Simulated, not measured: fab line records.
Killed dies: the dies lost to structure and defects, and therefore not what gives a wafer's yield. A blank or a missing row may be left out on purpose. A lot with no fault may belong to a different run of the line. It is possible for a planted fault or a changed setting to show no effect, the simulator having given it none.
fab line records | flow n5_finfet | part 2 of 2: steps 5 to 6 of 6
[record] lots = 24 | wafers = 72 | last_day = 20
route steps=1938 shown SD_EPI_N@278 ILD0@343 SDB@357 HKMG_FIN@398
lots that met no fault: taken from a fault-free run of the same line
start_h: hours from the record's opening day to when the first of the lot's shown wafers began | wait_h: hours since the lot's step before | " as in the row above | L1.1+2: a row that stands for several wafers | - either no value or no given start | * or withheld: withheld | < > ~ a bound
route shown NAME@n: names a module that has steps shown in the file, with the first one's number in the route | usual: mean/standard deviation of fault-free wafers | same: alike in all rows | chamber/n: place in a boat | sites: the reading at each site | _std_site: how widely they spread, as a standard deviation | _edge_site: outer sites' mean less inner sites' | radius_mm: for every site, how far away it sits from the centre of the wafer | mask NAME#n: copy n | behind: the last tool/chamber to shape the wafer | hold: cause of the lot's hold/its duration in hours/its outcome | device: transistor that didn't switch, given as n, p or np | end of line: tests of these same wafers at the route's end | a step with no rows: only its recipe | killed: count of dies lost to structure and defects at first sort (not the wafer's yield) | map: the dies of a wafer, with x for killed, . for not killed, _ for no die there
set.NAME: setting as actually run; set.NAME@STEP: the setting as run at that earlier step | model.NAME: the simulator's own value behind a step, which no gauge read
one table for each step of the route and one row for each wafer, over a sample of lots
services: the hour from which a tool's chamber was out of use, counted from the record's first day as start_h (under 0 if before that day), plus the number of hours and why
[[steps]]
[step N5_HKMG_FIN_CD_MEAS_49]
[recipe] target_cd_nm = 202 | landing_energy_ev = 500 | detector = se_inlens | polarity = opening
[usual] cd_nm = 202.2/0.57
lot.wafer | tool      | chamber | start_h | wait_h | cd_nm
L074.1    | cd_sem-01 | 0       | 71.71   | -      | 201.9
L074.4    | "         | 0       | "       | "      | 202.1
L074.6    | "         | 0       | "       | "      | 201.6
L075.1    | cd_sem-02 | 0       | 78.50   | -      | 202.0
L075.4    | "         | 0       | "       | "      | 201.5
L075.5    | "         | 0       | "       | "      | 201.7
L076.2    | cd_sem-01 | 0       | 86.76   | -      | 200.7
L076.3    | "         | 0       | "       | "      | 201.4
L076.5    | "         | 0       | "       | "      | 201.8
L077.1    | cd_sem-03 | 0       | 91.21   | -      | 202.7
L077.4    | "         | 0       | "       | "      | 201.5
L077.5    | "         | 0       | "       | "      | 202.6
L078.1    | cd_sem-01 | 0       | 94.06   | -      | 201.9
L078.4    | "         | 0       | "       | "      | 201.8
L078.6    | "         | 0       | "       | "      | 201.9
L079.4    | cd_sem-02 | 0       | 103.37  | -      | 201.7
L079.5    | "         | 0       | "       | "      | 202.3
L079.6    | "         | 0       | "       | "      | 202.2
L080.2    | cd_sem-02 | 0       | 112.35  | -      | 201.8
L080.3    | "         | 0       | "       | "      | 202.4
L080.6    | "         | 0       | "       | "      | 202.7
L081.1    | cd_sem-01 | 0       | 113.12  | -      | 201.8
L081.4    | "         | 0       | "       | "      | 201.0
L081.5    | "         | 0       | "       | "      | 201.2
L082.1    | cd_sem-01 | 0       | 120.40  | -      | 202.5
L082.5    | "         | 0       | "       | "      | 201.9
L082.6    | "         | 0       | "       | "      | 201.7
L083.1    | cd_sem-03 | 0       | 127.21  | -      | 203.0
L083.4    | "         | 0       | "       | "      | 203.1
L083.6    | "         | 0       | "       | "      | 203.0
L084.2    | cd_sem-03 | 0       | 132.50  | -      | 202.1
L084.3    | "         | 0       | "       | "      | 202.3
L084.5    | "         | 0       | "       | "      | 201.8
L086.1    | cd_sem-02 | 0       | 145.00  | -      | 202.5
L086.4    | "         | 0       | "       | "      | 202.8
L086.5    | "         | 0       | "       | "      | 203.0
L085.3    | cd_sem-02 | 0       | 146.87  | -      | 200.9
L085.4    | "         | 0       | "       | "      | 201.3
L085.5    | "         | 0       | "       | "      | 201.8
L087.4    | cd_sem-02 | 0       | 153.39  | -      | 202.9
L087.5    | "         | 0       | "       | "      | 202.4
L087.6    | "         | 0       | "       | "      | 201.9
L089.3    | cd_sem-01 | 0       | 163.89  | -      | 202.3
L089.4    | "         | 0       | "       | "      | 203.2
L089.6    | "         | 0       | "       | "      | 202.0
L088.1    | cd_sem-01 | 0       | 164.57  | -      | 202.3
L088.4    | "         | 0       | "       | "      | 202.8
L088.6    | "         | 0       | "       | "      | 202.6
L090.1    | cd_sem-01 | 0       | 168.91  | -      | 202.3
L090.5    | "         | 0       | "       | "      | 202.0
L090.6    | "         | 0       | "       | "      | 201.8
L091.2    | cd_sem-03 | 0       | 175.73  | -      | 202.0
L091.3    | "         | 0       | "       | "      | 201.9
L091.4    | "         | 0       | "       | "      | 202.5
L092.2    | cd_sem-01 | 0       | 179.28  | -      | 202.1
L092.4    | "         | 0       | "       | "      | 202.4
L092.5    | "         | 0       | "       | "      | 202.4
L093.2    | cd_sem-03 | 0       | 188.72  | -      | 202.3
L093.3    | "         | 0       | "       | "      | 202.3
L093.4    | "         | 0       | "       | "      | 202.7
L094.2    | cd_sem-01 | 0       | 191.94  | -      | 202.5
L094.4    | "         | 0       | "       | "      | 202.1
L094.5    | "         | 0       | "       | "      | 202.4
L095.1    | cd_sem-03 | 0       | 199.89  | -      | 203.6
L095.3    | "         | 0       | "       | "      | 202.7
L095.6    | "         | 0       | "       | "      | 203.0
L096.2    | cd_sem-01 | 0       | 205.65  | -      | 203.3
L096.4    | "         | 0       | "       | "      | 202.4
L096.6    | "         | 0       | "       | "      | 202.5
L097.1    | cd_sem-02 | 0       | 228.71  | -      | 203.3
L097.2    | "         | 0       | "       | "      | 203.3
L097.5    | "         | 0       | "       | "      | 202.2
[step N5_HKMG_FIN_STRIP_93]
[recipe] chemistry = N2/H2 | material = SOC | time_s = 20 | power_w = 500 | temp_c = 40 | pressure_mtorr = 50 | rf_frequency_hz = 6e+07 | bias_power_w = 8 | h2_frac = 0.5 | n2_flow_sccm = 300 | h2_flow_sccm = 300
[usual] chamber_pressure_mTorr = 50.01/0.051 | drypump_motor_current_A = 5.6/0.51 | oes_product_au = 0.83/0.093 | rf_vpp_V = 54.2/0.99 | showerhead_plenum_p_Torr = 3.40/0.13 | throttle_valve_pct = 18.99/0.3
lot.wafer | tool        | chamber | start_h | wait_h | chamber_pressure_mTorr | drypump_motor_current_A | oes_product_au | rf_hours_counter_h | rf_vpp_V | showerhead_plenum_p_Torr | throttle_valve_pct
L074.1    | rie_diel-01 | 1       | 72.57   | 0.2    | 49.99                  | 5.1                     | 0.97           | 3                  | 54.4     | 3.58                     | 18.84
L074.4    | "           | 0       | "       | "      | 50.01                  | 5.8                     | 0.85           | -                  | 54.0     | 3.40                     | 18.60
L074.6    | "           | 2       | "       | "      | 49.96                  | 5.4                     | 0.68           | -                  | 52.5     | 3.18                     | 19.13
L075.1    | rie_diel-04 | 1       | 79.38   | 0.2    | 49.97                  | 5.1                     | 0.67           | 246                | 54.1     | 3.18                     | 19.45
L075.4    | "           | 2       | "       | "      | 49.95                  | 6.1                     | 0.84           | 60                 | 54.2     | 3.40                     | 18.70
L075.5    | "           | 3       | "       | "      | 50.06                  | 6.1                     | 0.69           | -                  | 52.3     | 3.18                     | 19.09
L076.2    | rie_diel-01 | 1       | 87.57   | 0.2    | 49.99                  | 5.1                     | 0.95           | 9                  | 53.1     | 3.58                     | 18.84
L076.3    | "           | 0       | "       | "      | 49.96                  | 5.8                     | 0.84           | 65                 | 53.8     | 3.39                     | 18.62
L076.5    | "           | 3       | "       | "      | 50.00                  | 6.3                     | 1.00           | -                  | 54.3     | 3.31                     | 19.09
L077.1    | rie_diel-03 | 2       | 92.04   | 0.2    | 49.94                  | 5.3                     | 0.75           | 176                | 54.6     | 3.22                     | 19.33
L077.4    | "           | 3       | "       | "      | 50.02                  | 4.8                     | 0.74           | 178                | 54.6     | 3.48                     | 19.58
L077.5    | "           | 3       | "       | "      | 49.99                  | 4.8                     | 0.74           | -                  | 53.8     | 3.48                     | 19.58
L078.1    | rie_diel-03 | 1       | 94.87   | 0.2    | 50.05                  | 6.4                     | 0.91           | 26                 | 53.9     | 3.58                     | 19.03
L078.4    | "           | 2       | "       | "      | 49.98                  | 5.3                     | 0.74           | 177                | 53.0     | 3.22                     | 19.33
L078.6    | "           | 2       | "       | "      | 50.04                  | 5.3                     | 0.74           | -                  | 55.2     | 3.22                     | 19.31
L079.4    | rie_diel-03 | 0       | 104.21  | 0.0    | 50.04                  | 5.5                     | 0.70           | -                  | 53.4     | 3.31                     | 18.68
L079.5    | "           | 1       | "       | "      | 50.03                  | 6.5                     | 0.90           | -                  | 54.9     | 3.58                     | 19.02
L079.6    | "           | 3       | "       | "      | 49.97                  | 4.8                     | 0.73           | -                  | 54.2     | 3.47                     | 19.60
L080.2    | rie_diel-01 | 3       | 113.16  | 0.2    | 49.98                  | 6.3                     | 0.95           | 10                 | 53.6     | 3.30                     | 19.11
L080.3    | "           | 1       | "       | "      | 50.04                  | 5.1                     | 0.92           | 16                 | 53.9     | 3.57                     | 18.85
L080.6    | "           | 0       | "       | "      | 50.01                  | 5.8                     | 0.82           | -                  | 54.1     | 3.39                     | 18.61
L081.1    | rie_diel-01 | 2       | 113.94  | 0.2    | 49.98                  | 5.3                     | 0.97           | 4                  | 54.4     | 3.58                     | 18.75
L081.4    | "           | 3       | "       | "      | 50.01                  | 6.3                     | 0.94           | 10                 | 53.6     | 3.30                     | 19.12
L081.5    | "           | 3       | "       | "      | 49.99                  | 6.3                     | 0.94           | -                  | 55.3     | 3.30                     | 19.09
L082.1    | rie_diel-04 | 1       | 121.38  | 0.2    | 50.04                  | 5.1                     | 0.95           | 2                  | 57.0     | 3.59                     | 19.08
L082.5    | "           | 1       | "       | "      | 49.99                  | 5.0                     | 0.95           | -                  | 54.7     | 3.59                     | 19.08
L082.6    | "           | 2       | "       | "      | 50.05                  | 6.1                     | 0.82           | -                  | 55.6     | 3.39                     | 18.71
L083.1    | rie_diel-04 | 0       | 128.32  | 0.2    | 50.07                  | 5.4                     | 0.92           | 19                 | 53.1     | 3.30                     | 18.85
L083.4    | "           | 2       | "       | "      | 50.09                  | 6.1                     | 0.83           | 74                 | 54.4     | 3.39                     | 18.70
L083.6    | "           | 0       | "       | "      | 50.00                  | 5.3                     | 0.92           | -                  | 53.8     | 3.30                     | 18.84
L084.2    | rie_diel-03 | 0       | 133.32  | 0.2    | 49.96                  | 5.5                     | 0.69           | 238                | 54.0     | 3.30                     | 18.70
L084.3    | "           | 1       | "       | "      | 49.96                  | 6.5                     | 0.88           | 39                 | 54.1     | 3.57                     | 19.04
L084.5    | "           | 2       | "       | "      | 50.04                  | 5.3                     | 0.74           | -                  | 53.2     | 3.22                     | 19.34
L086.1    | rie_diel-04 | 2       | 145.81  | 0.2    | 50.07                  | 6.1                     | 0.82           | 81                 | 53.1     | 3.39                     | 18.72
L086.4    | "           | 1       | "       | "      | 50.00                  | 5.1                     | 0.92           | -                  | 55.6     | 3.58                     | 19.11
L086.5    | "           | 0       | "       | "      | 50.07                  | 5.3                     | 0.90           | -                  | 55.7     | 3.29                     | 18.85
L085.3    | rie_diel-03 | 0       | 147.68  | 0.2    | 50.03                  | 5.5                     | 0.68           | 243                | 53.5     | 3.30                     | 18.70
L085.4    | "           | 1       | "       | "      | 49.96                  | 6.5                     | 0.88           | 44                 | 55.4     | 3.57                     | 19.04
L085.5    | "           | 0       | "       | "      | 49.96                  | 5.5                     | 0.68           | -                  | 53.7     | 3.30                     | 18.72
L087.4    | rie_diel-03 | 0       | 154.22  | 0.0    | 50.04                  | 5.5                     | 0.69           | -                  | 54.8     | 3.29                     | 18.72
L087.5    | "           | 1       | "       | "      | 50.06                  | 6.5                     | 0.88           | -                  | 53.7     | 3.56                     | 19.03
L087.6    | "           | 3       | "       | "      | 49.97                  | 4.8                     | 0.72           | -                  | 53.9     | 3.46                     | 19.64
L089.3    | rie_diel-04 | 2       | 164.70  | 0.2    | 49.93                  | 6.1                     | 0.81           | 85                 | 54.3     | 3.38                     | 18.73
L089.4    | "           | 3       | "       | "      | 50.01                  | 6.1                     | 0.68           | 245                | 53.4     | 3.17                     | 19.13
L089.6    | "           | 1       | "       | "      | 49.89                  | 5.1                     | 0.91           | -                  | 55.4     | 3.58                     | 19.09
L088.1    | rie_diel-03 | 1       | 165.39  | 0.2    | 49.95                  | 6.5                     | 0.88           | 51                 | 54.8     | 3.56                     | 19.06
L088.4    | "           | 2       | "       | "      | 49.96                  | 5.3                     | 0.73           | 194                | 56.3     | 3.21                     | 19.36
L088.6    | "           | 2       | "       | "      | 50.04                  | 5.3                     | 0.72           | -                  | 54.7     | 3.21                     | 19.36
L090.1    | rie_diel-01 | 0       | 169.73  | 0.2    | 50.01                  | 5.8                     | 0.81           | 90                 | 54.1     | 3.38                     | 18.65
L090.5    | "           | 0       | "       | "      | 49.95                  | 5.8                     | 0.80           | -                  | 54.6     | 3.38                     | 18.65
L090.6    | "           | 1       | "       | "      | 50.06                  | 5.1                     | 0.89           | -                  | 56.1     | 3.56                     | 18.88
L091.2    | rie_diel-04 | 3       | 177.22  | 0.2    | 49.95                  | 6.0                     | 0.68           | 248                | 53.5     | 3.17                     | 19.13
L091.3    | "           | 2       | "       | "      | 49.94                  | 6.1                     | 0.81           | 90                 | 53.9     | 3.38                     | 18.75
L091.4    | "           | 0       | "       | "      | 50.05                  | 5.3                     | 0.88           | 36                 | 53.0     | 3.29                     | 18.88
L092.2    | rie_diel-01 | 0       | 180.23  | 0.2    | 50.03                  | 5.7                     | 0.81           | 93                 | 52.5     | 3.38                     | 18.65
L092.4    | "           | 2       | "       | "      | 50.01                  | 5.4                     | 0.93           | 19                 | 53.7     | 3.57                     | 18.78
L092.5    | "           | 2       | "       | "      | 50.08                  | 5.4                     | 0.92           | -                  | 55.4     | 3.57                     | 18.80
L093.2    | rie_diel-03 | 2       | 189.64  | 0.2    | 50.01                  | 5.3                     | 0.71           | 207                | 53.2     | 3.21                     | 19.36
L093.3    | "           | 1       | "       | "      | 50.02                  | 6.5                     | 0.86           | 64                 | 54.2     | 3.55                     | 19.07
L093.4    | "           | 0       | "       | "      | 49.99                  | 5.5                     | 1.01           | -                  | 55.1     | 3.29                     | 18.36
L094.2    | rie_diel-04 | 2       | 193.16  | 0.2    | 50.00                  | 6.1                     | 0.80           | 96                 | 54.7     | 3.38                     | 18.75
L094.4    | "           | 0       | "       | "      | 50.05                  | 5.3                     | 0.87           | -                  | 53.1     | 3.29                     | 18.89
L094.5    | "           | 1       | "       | "      | 50.08                  | 5.1                     | 0.87           | -                  | 54.6     | 3.57                     | 19.10
L095.1    | rie_diel-04 | 2       | 200.71  | 0.2    | 50.01                  | 6.1                     | 0.80           | 100                | 55.2     | 3.38                     | 18.75
L095.3    | "           | 0       | "       | "      | 49.99                  | 5.3                     | 0.87           | 47                 | 54.8     | 3.28                     | 18.89
L095.6    | "           | 0       | "       | "      | 50.03                  | 5.3                     | 0.87           | -                  | 52.7     | 3.28                     | 18.89
L096.2    | rie_diel-01 | 2       | 206.78  | 0.2    | 50.09                  | 5.3                     | 0.90           | 29                 | 54.6     | 3.56                     | 18.80
L096.4    | "           | 0       | "       | "      | 49.97                  | 5.8                     | 0.80           | 104                | 52.6     | 3.37                     | 18.69
L096.6    | "           | 0       | "       | "      | 50.05                  | 5.7                     | 0.79           | -                  | 54.3     | 3.37                     | 18.68
L097.1    | rie_diel-01 | 0       | 230.07  | 0.2    | 49.95                  | 5.8                     | 0.78           | 110                | 53.4     | 3.37                     | 18.69
L097.2    | "           | 2       | "       | "      | 49.87                  | 5.4                     | 0.89           | 36                 | 53.6     | 3.56                     | 18.82
L097.5    | "           | 2       | "       | "      | 50.08                  | 5.3                     | 0.89           | -                  | 54.8     | 3.56                     | 18.80
[[services]]
tool        | chamber | start_h | hours | kind
rie_si-05   | 3       | 28.67   | 7.0   | repair
rie_si-04   | 0       | 41.89   | 2.2   | repair
ald_sin-04  | -       | 44.97   | 2.8   | pm
ald_sin-01  | 1       | 48.13   | 11.9  | repair
ald_sin-03  | -       | 79.71   | 2.8   | pm
ald_sin-03  | -       | 85.81   | 14.0  | pm
ald_sin-01  | 2       | 93.51   | 33.4  | repair
rie_diel-04 | 3       | 103.26  | 4.3   | repair
ald_sin-03  | -       | 104.73  | 6.1   | pm
rie_si-05   | -       | 106.04  | 14.6  | pm
rie_si-05   | 3       | 121.01  | 25.2  | repair
rie_si-05   | 2       | 121.05  | 1.9   | repair
ald_sin-03  | 1       | 127.01  | 11.4  | repair
rie_diel-01 | -       | 129.43  | 10.9  | repair
ald_sin-01  | 0       | 131.12  | 7.1   | repair
rie_diel-04 | 3       | 138.33  | 9.4   | repair
rie_diel-01 | 2       | 143.52  | 8.2   | repair
rie_si-05   | 1       | 157.93  | 2.6   | repair
rie_si-03   | -       | 165.06  | 2.8   | pm
rie_diel-03 | 0       | 165.44  | -     | clean
rie_diel-03 | 0       | 165.44  | -     | consumable_replace:focus_ring
rie_diel-03 | 0       | 165.44  | 20.8  | scheduled_down
rie_si-04   | -       | 184.68  | 0.5   | repair
rie_si-05   | -       | 186.07  | 0.3   | repair
